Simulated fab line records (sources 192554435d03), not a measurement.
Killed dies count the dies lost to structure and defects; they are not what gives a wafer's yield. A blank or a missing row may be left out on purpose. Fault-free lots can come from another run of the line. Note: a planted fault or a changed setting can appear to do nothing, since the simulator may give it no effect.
Chamber matching -- flow n5-finfet -- N5_WELL_APT_DESCUM_13 on rie-diel-06: 4 sister chambers
The step chemistry O2, time 7.9 s. 4 wafers are shown with their chamber, then 7 later ones without.

WAFERS, EACH WITH ITS CHAMBER
wafer,chamber,drypump-motor-current-A (A)
L076.4,0,6.0
L084.2,3,5.9
L091.1,2,5.1
L091.4,1,5.7

WAFERS WITHOUT THEIR CHAMBER
wafer,drypump-motor-current-A (A)
L091.6,6.0
L094.1,5.1
L094.4,6.0
L094.5,5.0
L096.1,6.0
L096.2,5.9
L096.3,5.8

CHAMBER TAKEN BY EACH
wafer,from the rows above,in truth
L091.6,can't be placed: 0 or 3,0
L094.1,2,2
L094.4,can't be placed: 0 or 3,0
L094.5,2,2
L096.1,can't be placed: 0 or 3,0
L096.2,can't be placed: 3 or 0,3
L096.3,can't be placed: 1 or 3 or 0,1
Placed correctly: 2 of 7. Not placeable from these rows: 5 (in 5, the candidates include the true chamber). Number placed wrongly: 0.
How it was worked out, from the rows above alone: a wafer's distance from a chamber is the root of the sum, over the readings, of the square of ((its reading less the chamber's mean) divided by the reading's scatter). If the next closest chamber is less than 2 further off than the closest, the wafer can't be placed; otherwise it belongs to the closest. The mean given for a chamber averages the wafers shown for that chamber. The scatter: with one shown wafer a chamber, the root of the mean of the squares of how far each hidden wafer lies from its nearest shown one.
